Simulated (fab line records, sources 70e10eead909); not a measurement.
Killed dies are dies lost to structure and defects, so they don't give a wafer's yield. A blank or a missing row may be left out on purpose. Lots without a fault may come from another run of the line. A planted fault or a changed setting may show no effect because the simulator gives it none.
fab line records | flow nand_harc
record lots=5 wafers=15 last_day=23
route steps=1159 shown P_GATE@155 END@1159
lots that met no fault: from a run of the same line without faults
start_h: hours from the record's first day to the start of the lot's first wafer shown | wait_h: hours since the lot's step before | " the same as in the row above | L1.1+2: a row that stands for several wafers | - no value, or no start given | * or withheld: withheld | < > ~ a bound
route shown NAME@n: a module of which the file shows steps, and the number in the route of the first | usual: mean/standard deviation of fault-free wafers | same: alike in all rows | chamber/n: place in a boat | sites: the reading at each site | _std_site: their standard deviation | _edge_site: outer sites' mean less inner sites' | radius_mm: how far each site lies from the wafer's centre | mask NAME#n: copy n | behind: the tool/chamber that last shaped the wafer | hold: why the lot was held/for how many hours/how that ended | device: the transistor (n, p or np) that didn't switch | end of line: the same wafers' tests at the end of the route | a step without rows: its recipe alone | killed: dies lost to structure and defects at the first sort, not the wafer's yield | map: a wafer's dies, x killed, . not, _ none there
set.NAME: the setting as run; set.NAME@STEP: as run at that earlier step | model.NAME: the simulator's own value behind a step, which no gauge read
lots at some steps of the route; a table a step, a row a wafer
services: from which hour (start_h, from the record's first day; less than 0 if before it) a tool's chamber was out of use, for how many hours, and why
## steps
# step NHARC_P_GATE_ALD_36
# recipe target_thk_a=200 pulse_time_s=60 ald_cycles=223 temp_c=400 material=SiNx
# usual heater_power_w=830/60 precursor_pulse_height_rel=0.997/0.021
# columns lot.wafer tool chamber start_h wait_h heater_power_w precursor_pulse_height_rel
L934.5 ald_sin-03 3 116.27 - 870 1.024
L934.6 " 1 117.67 - 772 1.026
L934.4 " 2 119.07 - 753 0.993
L936.2 ald_sin-04 0 130.36 - 862 1.006
L936.1 " 3 133.54 - 743 1.008
L936.6 " 1 135.66 - 942 0.997
L942.3 ald_sin-03 3 171.01 - 818 1.009
L942.6 " 2 174.17 - 772 1.026
L942.5 " 3 175.23 - 829 1.009
L943.3 ald_sin-01 0 171.76 - 836 1.011
L943.6 " 2 173.88 - 847 0.998
L943.5 " 3 174.94 - 750 1.005
L952.2 ald_sin-04 0 226.16 - 847 0.996
L952.5 " 1 227.20 - 909 1.018
L952.6 " 2 228.24 - 855 0.981
# step NHARC_P_GATE_ETCHBACK_37
# recipe target_depth_a=345 time_s=17.2 chf3_flow_sccm=50 o2_flow_sccm=10 ar_flow_sccm=200 rf_w=500 bias_w=200 chemistry=CHF3/O2
# usual drypump_motor_current_A=5.77/0.26 mfc_ar_sccm=200.0/0.63 oes_product_au=0.96/0.036 rf_fwd_power_W=489.4/2.4 rf_vpp_V=371.0/2.4 showerhead_plenum_p_Torr=2.43/0.11 throttle_valve_pct=20.572/0.0093
# columns lot.wafer tool chamber start_h wait_h drypump_motor_current_A mfc_ar_sccm oes_product_au rf_fwd_power_W rf_hours_counter_h rf_vpp_V showerhead_plenum_p_Torr throttle_valve_pct
L934.4 rie_diel-07 0 - - 5.69 199.1 0.93 486.1 21 371.8 2.51 20.579
L934.6 " 0 " " 5.70 199.1 0.93 485.2 - 372.5 2.51 20.581
L934.5 " 1 " " 5.63 200.4 0.92 492.1 - 371.0 2.43 20.563
L936.1 rie_diel-07 0 - - 5.68 199.2 1.00 487.7 29 372.5 2.51 20.580
L936.2 " 2 " " 5.61 200.1 1.02 491.5 31 372.2 2.49 20.567
L936.6 " 2 " " 5.63 200.8 1.00 491.3 - 373.6 2.49 20.568
L943.3 rie_diel-02 2 - - 5.16 199.9 1.00 490.6 9 374.5 2.59 20.570
L943.6 " 3 " " 6.08 199.9 0.99 488.7 - 372.4 2.49 20.563
L943.5 " 0 " " 5.85 200.2 1.00 487.4 - 369.6 2.33 20.576
L942.3 rie_diel-01 2 - - 5.69 199.7 0.93 489.6 9 373.4 2.52 20.577
L942.6 " 2 " " 5.69 200.5 0.93 488.3 - 373.8 2.52 20.580
L942.5 " 3 " " 5.68 199.2 0.93 485.1 - 366.9 2.24 20.579
L952.2 rie_diel-01 3 - - 5.71 200.6 0.94 490.5 11 367.1 2.23 20.566
L952.6 " 3 " " 5.70 200.7 0.91 488.8 - 365.9 2.23 20.555
L952.5 " 0 " " 6.18 199.8 0.93 489.7 - 372.3 2.46 20.577
# step NHARC_P_GATE_STRIP_101
# recipe time_s=20 o2_flow_sccm=500 ar_flow_sccm=0 bias_w=0 chemistry=O2
# usual drypump_motor_current_A=5.77/0.27 mfc_ar_sccm=0.006/0.0089 oes_product_au=1.002/0.007 rf_vpp_V=57.9/0.9 showerhead_plenum_p_Torr=3.57/0.15 throttle_valve_pct=17.037/0.0084
# columns lot.wafer tool chamber start_h wait_h drypump_motor_current_A mfc_ar_sccm oes_product_au rf_hours_counter_h rf_vpp_V showerhead_plenum_p_Torr throttle_valve_pct
L934.4 rie_diel-07 3 123.74 0.1 5.48 0 1.010 22 57.7 3.57 17.045
L934.6 " 1 " " 5.64 0.018 1.001 - 57.0 3.57 17.029
L934.5 " 2 " " 5.62 0.005 1.015 - 59.6 3.66 17.039
L936.1 rie_diel-07 2 140.26 0.3 5.64 0.005 1.009 31 59.3 3.65 17.032
L936.2 " 0 " " 5.70 0.022 1.001 29 59.2 3.69 17.027
L936.6 " 0 " " 5.71 0.022 1.003 - 57.4 3.69 17.033
L943.3 rie_diel-02 1 179.27 0.1 5.48 0.023 0.987 9 57.9 3.37 17.032
L943.6 " 3 " " 6.08 0 0.991 - 59.4 3.65 17.037
L943.5 " 0 " " 5.84 0 0.999 - 57.8 3.43 17.030
L942.3 rie_diel-01 0 179.55 0.1 6.18 0.016 1.016 8 57.4 3.61 17.032
L942.6 " 0 " " 6.18 0.016 1.007 - 57.9 3.61 17.049
L942.5 " 1 " " 5.93 0 0.996 - 57.9 3.69 17.041
L952.2 rie_diel-01 0 232.56 0.1 6.20 0.016 1.007 19 56.3 3.60 17.043
L952.5 " 2 " " 5.70 0 0.995 - 58.6 3.70 17.034
L952.6 " 3 " " 5.68 0 1.005 - 56.4 3.29 17.034
# step NHARC_P_GATE_PRECLEAN_97
# recipe time_s=600 temp_c=120 chemistry=SPM
# step NHARC_P_GATE_SRD_98
# step NHARC_P_GATE_PRECLEAN_99
# recipe time_s=* temp_c=50 bath_age_min=0 chemistry=SC1
# step NHARC_P_GATE_SRD_100
# step NHARC_P_GATE_DEHYDRATE_38
# recipe temp_c=150 time_s=120
# step NHARC_P_GATE_HMDS_39
# recipe time_s=30
# step NHARC_P_GATE_COAT_40
# recipe spin_rpm=3000
# step NHARC_P_GATE_SOFTBAKE_41
# recipe temp_c=122 time_s=95
# step NHARC_P_GATE_EBR_42
# step NHARC_P_GATE_EXPOSE_43
# recipe na=0.6 target_cd_nm=720 dose_mj=14.81 mask_id=P_NSD
# columns lot.wafer tool chamber start_h wait_h mask
L934.4+5+6 krf_scanner-01 0 124.40 - P_NSD#0
L936.1+2+6 krf_scanner-04 0 141.04 - P_PSD#0
L943.3+5+6 krf_scanner-04 0 180.05 - P_NSD#0
L942.3+5+6 krf_scanner-02 0 180.39 - P_NSD#0
L952.2+5+6 krf_scanner-02 0 233.42 - P_NSD#0
# step NHARC_P_GATE_PEB_44
# recipe peb_temp_c=118 peb_time_s=85
# step NHARC_P_GATE_DEVELOP_45
# recipe time_s=70
# step NHARC_P_GATE_CD_MEAS_46
# recipe target_cd_nm=720 landing_energy_ev=500
# usual cd_nm=720.2/1.2
# columns lot.wafer tool chamber start_h wait_h cd_nm
L934.4 cd_sem-03 0 124.55 - 719.0
L934.5 " 0 " " 719.0
L934.6 " 0 " " 718.8
L936.1 cd_sem-02 0 141.20 - -
L936.2 " 0 " " -
L936.6 " 0 " " -
L943.3 cd_sem-03 0 180.20 - 719.7
L943.5 " 0 " " 720.3
L943.6 " 0 " " 720.2
L942.3 cd_sem-02 0 180.54 - 719.9
L942.5 " 0 " " 720.5
L942.6 " 0 " " 721.4
L952.2 cd_sem-03 0 233.58 - 719.1
L952.5 " 0 " " 718.7
L952.6 " 0 " " 720.9
# step NHARC_P_GATE_HARDBAKE_47
# recipe temp_c=125 time_s=80
# step NHARC_END_SORT_01
# recipe temp_c=25
# usual defect_limited_yield=95.4/1.5 killed_at_array=26/9.6 killed_at_other=0.7/0.92 killed_at_periphery=3.8/2.7 killed_dies=31/10 killed_open=3.3/1.7 killed_short=1.8/1.3 sort_bin_2_pct=1.4/0.62 sort_bin_3_pct=0.23/0.21 sort_bin_4_pct=2.9/0.95 sort_n_pass=646/10 sort_rim_yield_pct=94/3.2 sort_yield_pct=95.4/1.5
# same gross_dies=677 sort_bin_5_pct[%]=0 sort_bin_6_pct[%]=0 sort_bin_7_pct[%]=0 sort_bin_8_pct[%]=0 sort_rim_n_gross=106.00
# columns lot.wafer tool chamber start_h wait_h defect_limited_yield[%] killed_at_array killed_at_other killed_at_periphery killed_dies killed_open killed_short sort_bin_2_pct[%] sort_bin_3_pct[%] sort_bin_4_pct[%] sort_n_pass sort_rim_yield_pct[%] sort_yield_pct[%]
L943.3 prober-01 0 507.32 3.1 96.8 20 0 2 22 2 3 0.6 0.30 2.4 655 96 96.8
L943.5 prober-01 0 508.92 3.7 96.9 20 0 1 21 5 4 0.9 0 2.2 656 94 96.9
L943.6 prober-01 0 509.71 4.0 96.6 18 0 5 23 6 0 1.6 0 1.8 654 94 96.6
# killed by level:class
L943.3 A_WL_FILL:chamber_film_flake=4 A_CHANNEL_HOLE_D1:chamber_film_flake=3 A_CONTACT:chamber_film_flake=3 A_CHANNEL_FILL_D1:geometric_particle:short=2 P_M0:chamber_film_flake=2 A_CHANNEL_FILL_D1:chamber_film_flake=2 A_CHANNEL_FILL_D1:geometric_particle:open=1 A_WL_FILL:geometric_particle:short=1
L943.5 A_CONTACT:chamber_film_flake=4 A_CHANNEL_HOLE_D1:chamber_film_flake=3 A_CHANNEL_FILL_D1:geometric_particle:short=2 A_WL_FILL:geometric_particle:short=2 A_WL_FILL:geometric_particle:open=2 A_STAIRCASE:chamber_film_flake=2 A_WL_FILL:chamber_film_flake=2 A_BLC:geometric_particle:open=1
L943.6 A_CHANNEL_HOLE_D1:chamber_film_flake=5 P_M0:chamber_film_flake=3 A_CONTACT:chamber_film_flake=3 A_CONTACT:geometric_particle:open=2 A_WL_FILL:chamber_film_flake=2 P_M2:geometric_particle:open=1 A_CHANNEL_FILL_D1:geometric_particle:open=1 A_WL_FILL:geometric_particle:open=1
## services
# columns tool chamber start_h hours kind
rie_diel-01 0 92.41 - clean
rie_diel-01 1 92.41 - clean
rie_diel-01 2 92.41 - clean
rie_diel-01 3 92.41 - clean
krf_scanner-04 - 102.03 1.9 repair
ald_sin-03 - 102.06 10.0 pm
rie_diel-07 0 109.37 - clean
rie_diel-02 3 117.22 18.1 repair
krf_scanner-04 - 120.59 0.6 repair
krf_scanner-04 - 126.00 4.0 pm
rie_diel-07 1 129.31 103.2 repair
rie_diel-01 - 137.80 9.0 pm
rie_diel-02 - 150.83 9.0 pm
krf_scanner-01 - 154.67 3.5 repair
rie_diel-02 - 182.41 0.1 repair
rie_diel-01 3 191.09 14.9 repair
ald_sin-04 - 194.21 10.0 pm
rie_diel-07 - 196.24 11.1 repair
krf_scanner-02 - 210.00 4.0 pm
krf_scanner-04 - 210.28 10.5 repair
rie_diel-07 3 217.21 9.3 repair
rie_diel-02 2 222.54 2.5 repair
rie_diel-07 - 228.36 9.0 pm
ald_sin-04 3 229.93 6.7 repair
## key
first_sign step=NHARC_P_GATE_EXPOSE_43 reading=mask direction=changed
effect step=NHARC_P_GATE_CD_MEAS_46 reading=cd_nm direction=missing
met_at NHARC_P_GATE_EXPOSE_43
struck_wafers L936.1,L936.2,L936.6
rows_end L936.1,L936.2,L936.6
fault kind=wrong_mask tool=any chamber=- onset_h=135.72 steps=NHARC_P_GATE_EXPOSE_43 aux_copy=P_PSD#0 scope=struck_lots_only
# rows_end: these wafers met a further fault down the route, and their rows from its step on are left out
